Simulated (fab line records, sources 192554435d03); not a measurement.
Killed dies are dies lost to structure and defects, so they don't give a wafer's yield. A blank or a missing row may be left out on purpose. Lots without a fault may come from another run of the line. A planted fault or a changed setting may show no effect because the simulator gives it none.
Split-lot experiment | flow n5_finfet | 7 lots, 39 wafers read, on a route of 1938 steps

THE SPLIT
At N5_PMOS_HMC_CHANNEL_EPI_EPI_20 (deposits SiGe30, target thk 59 nm), the setting temp_c was moved away from the recipe's 600 C on 15 of the 39 wafers read, by -0.8% to +0.8%. The other wafers ran this setting at the recipe's value.

The reading is taken at the split's own step.

THE READING
SiGe30_of_PMOS_HMC_CHANNEL_EPI_EPI_20.thk_nm (the simulator's own value, which no gauge read), in nm, at N5_PMOS_HMC_CHANNEL_EPI_EPI_20 (deposits SiGe30, target thk 59 nm). The file gives no usual value for it. The 24 wafers here that ran the recipe average 59.20 nm, standard deviation 0.63 nm.

wafer  | tool, chamber at the split | temp_c as run, C | against the recipe | SiGe30_of_PMOS_HMC_CHANNEL_EPI_EPI_20.thk_nm, nm | against lot-mates on the recipe
L075.1 | epi_rpcvd-04, 0            | 600              | recipe             | 59.71                                            | -
L075.2 | epi_rpcvd-04, 0            | 600              | recipe             | 58.91                                            | -
L075.3 | epi_rpcvd-04, 0            | 603.3            | +0.5%              | 62.55                                            | +3.41
L075.4 | epi_rpcvd-04, 0            | 603.3            | +0.5%              | 62.37                                            | +3.23
L075.5 | epi_rpcvd-04, 0            | 600              | recipe             | 58.79                                            | -
L075.6 | epi_rpcvd-04, 0            | 603.3            | +0.5%              | 62.12                                            | +2.98
L077.1 | epi_rpcvd-02, 0            | 600              | recipe             | 58.71                                            | -
L077.2 | epi_rpcvd-02, 0            | 600              | recipe             | 58.91                                            | -
L077.6 | epi_rpcvd-02, 0            | 600              | recipe             | 59.18                                            | -
L078.1 | epi_rpcvd-03, 0            | 603.6            | +0.6%              | 62.75                                            | +4.39
L078.2 | epi_rpcvd-03, 0            | 603.6            | +0.6%              | 62.8                                             | +4.44
L078.3 | epi_rpcvd-03, 0            | 603.6            | +0.6%              | 62.53                                            | +4.17
L078.4 | epi_rpcvd-03, 0            | 600              | recipe             | 58.9                                             | -
L078.5 | epi_rpcvd-03, 0            | 600              | recipe             | 57.74                                            | -
L078.6 | epi_rpcvd-03, 0            | 600              | recipe             | 58.45                                            | -
L084.1 | epi_rpcvd-03, 0            | 600              | recipe             | 58.25                                            | -
L084.2 | epi_rpcvd-03, 0            | 595              | -0.8%              | 53.32                                            | -5.48
L084.3 | epi_rpcvd-03, 0            | 595              | -0.8%              | 53.37                                            | -5.43
L084.4 | epi_rpcvd-03, 0            | 600              | recipe             | 59.03                                            | -
L084.5 | epi_rpcvd-03, 0            | 600              | recipe             | 59.12                                            | -
L084.6 | epi_rpcvd-03, 0            | 595              | -0.8%              | 53.15                                            | -5.65
L085.1 | epi_rpcvd-04, 0            | 596.5            | -0.6%              | 54.85                                            | -4.26
L085.2 | epi_rpcvd-04, 0            | 596.5            | -0.6%              | 55.61                                            | -3.50
L085.3 | epi_rpcvd-04, 0            | 596.5            | -0.6%              | 55.93                                            | -3.18
L085.4 | epi_rpcvd-04, 0            | 600              | recipe             | 59.09                                            | -
L085.5 | epi_rpcvd-04, 0            | 600              | recipe             | 59.12                                            | -
L085.6 | epi_rpcvd-04, 0            | 600              | recipe             | 59.13                                            | -
L089.1 | epi_rpcvd-02, 0            | 600              | recipe             | 60.68                                            | -
L089.2 | epi_rpcvd-02, 0            | 600              | recipe             | 59.47                                            | -
L089.3 | epi_rpcvd-02, 0            | 600              | recipe             | 59.75                                            | -
L089.4 | epi_rpcvd-02, 0            | 600              | recipe             | 60.15                                            | -
L089.5 | epi_rpcvd-02, 0            | 600              | recipe             | 59.42                                            | -
L089.6 | epi_rpcvd-02, 0            | 600              | recipe             | 60.43                                            | -
L090.1 | epi_rpcvd-04, 0            | 600              | recipe             | 59.29                                            | -
L090.2 | epi_rpcvd-04, 0            | 600              | recipe             | 59.39                                            | -
L090.3 | epi_rpcvd-04, 0            | 600              | recipe             | 59.18                                            | -
L090.4 | epi_rpcvd-04, 0            | 605.1            | +0.8%              | 65.3                                             | +6.01
L090.5 | epi_rpcvd-04, 0            | 605.1            | +0.8%              | 65.99                                            | +6.70
L090.6 | epi_rpcvd-04, 0            | 605.1            | +0.8%              | 64.91                                            | +5.62

THE FIT
A straight line over all 39 wafers: SiGe30_of_PMOS_HMC_CHANNEL_EPI_EPI_20.thk_nm changes by +6.71 nm for each +1% of temp_c; r = +0.98; the points scatter about the line by 0.61 nm.
The same after taking each lot's own level away (the mean of its wafers on the recipe; 39 wafers): +6.72 nm for each +1%; r = +0.99; scatter 0.41 nm.
On that fit, the largest move of temp_c shifts the reading by 5.7 nm.
The lots' own levels span 58.363 to 59.983 nm, that is 2.6 times the standard deviation above.
So the lot-to-lot level changes the slope little: the two slopes agree.
Check: with one of the wafers moved furthest among these (+0.8%) left out of the fit, the line predicts +5.72 nm for it against its lot-mates. It came out at +6.01 nm against them.

THE FILE'S OWN FIT
SiGe30_of_PMOS_HMC_CHANNEL_EPI_EPI_20.thk_nm changes by +6.73 nm for each +1% of temp_c, r = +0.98.
